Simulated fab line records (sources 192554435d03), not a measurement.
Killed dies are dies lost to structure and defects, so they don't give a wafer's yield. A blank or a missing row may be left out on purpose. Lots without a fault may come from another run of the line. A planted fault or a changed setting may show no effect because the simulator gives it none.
Split-lot trial :: flow n5 finfet :: route with 1938 steps; 7 lots, 21 wafers read

## SPLIT DETAILS
At N5_DUMMY_GATE_CVD_03 (deposits a-Si from SiH4, target thk 150 nm, time 8042 s), the setting temp c was moved away from the recipe's 530 C on 18 of the 21 wafers read, by -3.2% to +4.3%. The other wafers ran this setting at the recipe's value.

Reading taken at the split's own step.

## THE READING
a-Si_of_DUMMY_GATE_CVD_03.thk nm (the simulator's own value, which no gauge read), in nm, at N5_DUMMY_GATE_CVD_03 (deposits a-Si from SiH4, target thk 150 nm, time 8042 s). There is no usual value for it anywhere in the file. Across the 3 wafers here that went through the recipe, the average is 149.7 nm and the standard deviation 0.34 nm.

wafer: L078.1
tool, chamber at the split: -, -
temp c as run, C: 549.2
against the recipe: +3.6%
a-Si_of_DUMMY_GATE_CVD_03.thk nm, nm: 252.2
against lot-mates on the recipe: no lot-mate on the recipe

wafer: L078.4
tool, chamber at the split: -, -
temp c as run, C: 549.2
against the recipe: +3.6%
a-Si_of_DUMMY_GATE_CVD_03.thk nm, nm: 252.4
against lot-mates on the recipe: no lot-mate on the recipe

wafer: L078.6
tool, chamber at the split: -, -
temp c as run, C: 549.2
against the recipe: +3.6%
a-Si_of_DUMMY_GATE_CVD_03.thk nm, nm: 252.8
against lot-mates on the recipe: no lot-mate on the recipe

wafer: L079.2
tool, chamber at the split: -, -
temp c as run, C: 547
against the recipe: +3.2%
a-Si_of_DUMMY_GATE_CVD_03.thk nm, nm: 238.2
against lot-mates on the recipe: no lot-mate on the recipe

wafer: L079.3
tool, chamber at the split: -, -
temp c as run, C: 547
against the recipe: +3.2%
a-Si_of_DUMMY_GATE_CVD_03.thk nm, nm: 237.6
against lot-mates on the recipe: no lot-mate on the recipe

wafer: L079.5
tool, chamber at the split: -, -
temp c as run, C: 547
against the recipe: +3.2%
a-Si_of_DUMMY_GATE_CVD_03.thk nm, nm: 237.4
against lot-mates on the recipe: no lot-mate on the recipe

wafer: L082.4
tool, chamber at the split: -, -
temp c as run, C: 512.8
against the recipe: -3.2%
a-Si_of_DUMMY_GATE_CVD_03.thk nm, nm: 89.6
against lot-mates on the recipe: no lot-mate on the recipe

wafer: L082.5
tool, chamber at the split: -, -
temp c as run, C: 512.8
against the recipe: -3.2%
a-Si_of_DUMMY_GATE_CVD_03.thk nm, nm: 88.8
against lot-mates on the recipe: no lot-mate on the recipe

wafer: L082.6
tool, chamber at the split: -, -
temp c as run, C: 512.8
against the recipe: -3.2%
a-Si_of_DUMMY_GATE_CVD_03.thk nm, nm: 90
against lot-mates on the recipe: no lot-mate on the recipe

wafer: L083.2
tool, chamber at the split: -, -
temp c as run, C: 536
against the recipe: +1.1%
a-Si_of_DUMMY_GATE_CVD_03.thk nm, nm: 177.6
against lot-mates on the recipe: no lot-mate on the recipe

wafer: L083.4
tool, chamber at the split: -, -
temp c as run, C: 536
against the recipe: +1.1%
a-Si_of_DUMMY_GATE_CVD_03.thk nm, nm: 177.4
against lot-mates on the recipe: no lot-mate on the recipe

wafer: L083.6
tool, chamber at the split: -, -
temp c as run, C: 536
against the recipe: +1.1%
a-Si_of_DUMMY_GATE_CVD_03.thk nm, nm: 177
against lot-mates on the recipe: no lot-mate on the recipe

wafer: L086.3
tool, chamber at the split: lpcvd-02, 0/100
temp c as run, C: 530
against the recipe: recipe
a-Si_of_DUMMY_GATE_CVD_03.thk nm, nm: 149.2
against lot-mates on the recipe: -

wafer: L086.5
tool, chamber at the split: lpcvd-02, 0/109
temp c as run, C: 530
against the recipe: recipe
a-Si_of_DUMMY_GATE_CVD_03.thk nm, nm: 149.8
against lot-mates on the recipe: -

wafer: L086.6
tool, chamber at the split: lpcvd-02, 0/114
temp c as run, C: 530
against the recipe: recipe
a-Si_of_DUMMY_GATE_CVD_03.thk nm, nm: 150
against lot-mates on the recipe: -

wafer: L093.1
tool, chamber at the split: -, -
temp c as run, C: 552.8
against the recipe: +4.3%
a-Si_of_DUMMY_GATE_CVD_03.thk nm, nm: 281
against lot-mates on the recipe: no lot-mate on the recipe

wafer: L093.5
tool, chamber at the split: -, -
temp c as run, C: 552.8
against the recipe: +4.3%
a-Si_of_DUMMY_GATE_CVD_03.thk nm, nm: 280.4
against lot-mates on the recipe: no lot-mate on the recipe

wafer: L093.6
tool, chamber at the split: -, -
temp c as run, C: 552.8
against the recipe: +4.3%
a-Si_of_DUMMY_GATE_CVD_03.thk nm, nm: 279.8
against lot-mates on the recipe: no lot-mate on the recipe

wafer: L097.1
tool, chamber at the split: -, -
temp c as run, C: 540.5
against the recipe: +2.0%
a-Si_of_DUMMY_GATE_CVD_03.thk nm, nm: 199.8
against lot-mates on the recipe: no lot-mate on the recipe

wafer: L097.5
tool, chamber at the split: -, -
temp c as run, C: 540.5
against the recipe: +2.0%
a-Si_of_DUMMY_GATE_CVD_03.thk nm, nm: 197.6
against lot-mates on the recipe: no lot-mate on the recipe

wafer: L097.6
tool, chamber at the split: -, -
temp c as run, C: 540.5
against the recipe: +2.0%
a-Si_of_DUMMY_GATE_CVD_03.thk nm, nm: 197.8
against lot-mates on the recipe: no lot-mate on the recipe

THE FIT
A straight line over all 21 wafers: a-Si_of_DUMMY_GATE_CVD_03.thk nm changes by +25 nm for each +1% of temp c; r = +0.99; the points scatter about the line by 9.9 nm.
Too few moved wafers have a lot-mate on the recipe to fit a line with each lot's own level taken away.

## FILE'S OWN FIT
a-Si_of_DUMMY_GATE_CVD_03.thk nm changes by +25 nm for each +1% of temp c, r = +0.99.
